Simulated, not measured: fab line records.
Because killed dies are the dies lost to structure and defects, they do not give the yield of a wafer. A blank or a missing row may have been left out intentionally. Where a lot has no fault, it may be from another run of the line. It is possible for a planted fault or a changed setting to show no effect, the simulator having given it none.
Which tool is to blame? || flow nand_harc || 13 lots with 39 wafers sampled at 4 steps, on a route of 1159 steps

== WHAT THE GAUGES READ, wafer by wafer ==
NHARC_P_ZERO_WELL_CD_MEAS_11: the cd target is 500 nm. Usual: 501.0 nm for cd_nm, sd 1.9.
{"lot": "L249", "measured": "day 1 13:14", "on": "cd_sem-02", "cd_nm (nm)": "501.4 499.3 499.5", "flag": ""}
{"lot": "L250", "measured": "day 1 19:20", "on": "cd_sem-02", "cd_nm (nm)": "502.4 497.4 500.7", "flag": ""}
{"lot": "L253", "measured": "day 2 13:16", "on": "cd_sem-03", "cd_nm (nm)": "499.2 502.0 500.7", "flag": ""}
{"lot": "L254", "measured": "day 2 19:08", "on": "cd_sem-02", "cd_nm (nm)": "503.6 501.8 502.4", "flag": ""}
{"lot": "L255", "measured": "day 3 01:15", "on": "cd_sem-03", "cd_nm (nm)": "503.9 499.5 503.0", "flag": ""}
{"lot": "L259", "measured": "day 4 01:14", "on": "cd_sem-01", "cd_nm (nm)": "502.0 500.3 498.1", "flag": ""}
{"lot": "L261", "measured": "day 4 13:07", "on": "cd_sem-01", "cd_nm (nm)": "498.4 499.8 500.4", "flag": ""}
{"lot": "L267", "measured": "day 6 01:16", "on": "cd_sem-02", "cd_nm (nm)": "503.1 506.2 500.5", "flag": ""}
{"lot": "L268", "measured": "day 6 07:14", "on": "cd_sem-01", "cd_nm (nm)": "503.7 503.3 502.5", "flag": ""}
{"lot": "L269", "measured": "day 6 13:15", "on": "cd_sem-02", "cd_nm (nm)": "501.1 498.1 502.3", "flag": ""}
{"lot": "L270", "measured": "day 6 19:16", "on": "cd_sem-02", "cd_nm (nm)": "499.9 503.6 499.1", "flag": ""}
{"lot": "L271", "measured": "day 7 01:14", "on": "cd_sem-03", "cd_nm (nm)": "499.7 502.0 500.3", "flag": ""}
{"lot": "L272", "measured": "day 7 07:14", "on": "cd_sem-01", "cd_nm (nm)": "499.5 503.6 501.0", "flag": ""}

NHARC_P_ZERO_WELL_CD_MEAS_24: the cd target is 720 nm. Usual: 720.1 nm for cd_nm, sd 2.1.
{"lot": "L249", "measured": "day 1 14:34", "on": "cd_sem-03", "cd_nm (nm)": "718.7 716.9 715.3", "flag": ""}
{"lot": "L250", "measured": "day 1 20:44", "on": "cd_sem-03", "cd_nm (nm)": "720.0 718.0 716.0", "flag": ""}
{"lot": "L253", "measured": "day 2 14:36", "on": "cd_sem-03", "cd_nm (nm)": "718.4 721.4 718.3", "flag": ""}
{"lot": "L254", "measured": "day 2 20:21", "on": "cd_sem-02", "cd_nm (nm)": "721.7 716.6 720.2", "flag": ""}
{"lot": "L255", "measured": "day 3 02:38", "on": "cd_sem-03", "cd_nm (nm)": "721.0 720.6 722.4", "flag": ""}
{"lot": "L259", "measured": "day 4 02:37", "on": "cd_sem-03", "cd_nm (nm)": "721.8 719.1 719.9", "flag": ""}
{"lot": "L261", "measured": "day 4 14:20", "on": "cd_sem-01", "cd_nm (nm)": "719.2 718.5 719.8", "flag": ""}
{"lot": "L267", "measured": "day 6 02:37", "on": "cd_sem-03", "cd_nm (nm)": "720.8 721.7 722.6", "flag": ""}
{"lot": "L268", "measured": "day 6 08:28", "on": "cd_sem-02", "cd_nm (nm)": "719.2 715.9 719.5", "flag": ""}
{"lot": "L269", "measured": "day 6 14:37", "on": "cd_sem-01", "cd_nm (nm)": "721.5 723.6 721.9", "flag": ""}
{"lot": "L270", "measured": "day 6 20:38", "on": "cd_sem-02", "cd_nm (nm)": "721.1 721.9 720.6", "flag": ""}
{"lot": "L271", "measured": "day 7 02:35", "on": "cd_sem-02", "cd_nm (nm)": "719.0 719.7 718.1", "flag": ""}
{"lot": "L272", "measured": "day 7 08:35", "on": "cd_sem-03", "cd_nm (nm)": "720.4 721.6 719.8", "flag": ""}

NHARC_P_GATE_CD_MEAS_26: the cd target is 120 nm. Usual: 119.7 nm for cd_nm, sd 0.52.
{"lot": "L249", "measured": "day 4 18:17", "on": "cd_sem-03", "cd_nm (nm)": "119.0 120.2 120.0", "flag": ""}
{"lot": "L250", "measured": "day 5 01:23", "on": "cd_sem-01", "cd_nm (nm)": "119.2 119.1 119.5", "flag": ""}
{"lot": "L253", "measured": "day 5 23:25", "on": "cd_sem-03", "cd_nm (nm)": "119.2 119.9 120.1", "flag": ""}
{"lot": "L254", "measured": "day 6 04:59", "on": "cd_sem-01", "cd_nm (nm)": "120.2 120.5 119.8", "flag": ""}
{"lot": "L255", "measured": "day 6 05:40", "on": "cd_sem-03", "cd_nm (nm)": "119.6 120.9 120.2", "flag": ""}
{"lot": "L259", "measured": "day 6 23:59", "on": "cd_sem-02", "cd_nm (nm)": "117.0 118.0 116.8", "flag": "OFF"}
{"lot": "L261", "measured": "day 8 03:39", "on": "cd_sem-02", "cd_nm (nm)": "120.0 118.9 120.1", "flag": ""}
{"lot": "L267", "measured": "day 9 05:13", "on": "cd_sem-02", "cd_nm (nm)": "119.6 119.5 120.4", "flag": ""}
{"lot": "L268", "measured": "day 9 12:48", "on": "cd_sem-03", "cd_nm (nm)": "119.6 120.2 119.4", "flag": ""}
{"lot": "L269", "measured": "day 9 17:36", "on": "cd_sem-02", "cd_nm (nm)": "120.5 120.7 119.6", "flag": ""}
{"lot": "L270", "measured": "day 9 17:27", "on": "cd_sem-02", "cd_nm (nm)": "119.7 120.3 119.7", "flag": ""}
{"lot": "L271", "measured": "day 10 07:17", "on": "cd_sem-02", "cd_nm (nm)": "119.9 119.5 119.9", "flag": ""}
{"lot": "L272", "measured": "day 10 16:45", "on": "cd_sem-03", "cd_nm (nm)": "119.1 119.8 120.2", "flag": ""}

== TOOL THAT RAN EACH LOT (tool first, then ch and the chambers of the sampled wafers, then the start) ==
{"lot": "L249", "NHARC_P_GATE_EXPOSE_23": "arfi_scanner-01 ch 0, day 4 18:09"}
{"lot": "L250", "NHARC_P_GATE_EXPOSE_23": "arfi_scanner-01 ch 0, day 5 01:14"}
{"lot": "L253", "NHARC_P_GATE_EXPOSE_23": "arfi_scanner-03 ch 0, day 5 23:17"}
{"lot": "L254", "NHARC_P_GATE_EXPOSE_23": "arfi_scanner-01 ch 0, day 6 04:51"}
{"lot": "L255", "NHARC_P_GATE_EXPOSE_23": "arfi_scanner-03 ch 0, day 6 05:31"}
{"lot": "L259", "NHARC_P_GATE_EXPOSE_23": "arfi_scanner-01 ch 0, day 6 23:50"}
{"lot": "L261", "NHARC_P_GATE_EXPOSE_23": "arfi_scanner-01 ch 0, day 8 03:31"}
{"lot": "L267", "NHARC_P_GATE_EXPOSE_23": "arfi_scanner-02 ch 0, day 9 05:05"}
{"lot": "L268", "NHARC_P_GATE_EXPOSE_23": "arfi_scanner-03 ch 0, day 9 12:40"}
{"lot": "L269", "NHARC_P_GATE_EXPOSE_23": "arfi_scanner-02 ch 0, day 9 17:28"}
{"lot": "L270", "NHARC_P_GATE_EXPOSE_23": "arfi_scanner-01 ch 0, day 9 17:19"}
{"lot": "L271", "NHARC_P_GATE_EXPOSE_23": "arfi_scanner-01 ch 0, day 10 07:09"}
{"lot": "L272", "NHARC_P_GATE_EXPOSE_23": "arfi_scanner-02 ch 0, day 10 16:37"}
- NHARC_P_GATE_EXPOSE_23: exposes mask P GATE, target cd 120 nm.

== WHAT THE TOOLS THEMSELVES READ (means of the sampled wafers that have a number; where no wafer has one, the mark that the record gives instead) ==
The record holds no such reading with a usual standard deviation.

== THE ANSWER, worked out from the rows above alone ==
Rule: a lot is off if the mean of its wafers that have a number lies more than 3 standard deviations from the usual mean. A lot without any number at a reading at which 4 lots or more have one is off too. The other lots that the step has rows for count as sound. After the gauges, taken in route order, come the tools' own readings; for these a lot's mean is taken, as printed above. At the first step where some lot is off, the reading lying furthest off is the one used; lots without a number count as furthest.
Off: L259 (NHARC_P_GATE_CD_MEAS_26, cd_nm).
A tool fits if, at a process step before that reading, it ran every lot that is off, and no sound lot after the first of them. Those tools and the gauges at NHARC_P_GATE_CD_MEAS_26 are tried in the same way. No candidate that was tried fits.

== WHAT THE SIMULATOR HAD INSERTED ==
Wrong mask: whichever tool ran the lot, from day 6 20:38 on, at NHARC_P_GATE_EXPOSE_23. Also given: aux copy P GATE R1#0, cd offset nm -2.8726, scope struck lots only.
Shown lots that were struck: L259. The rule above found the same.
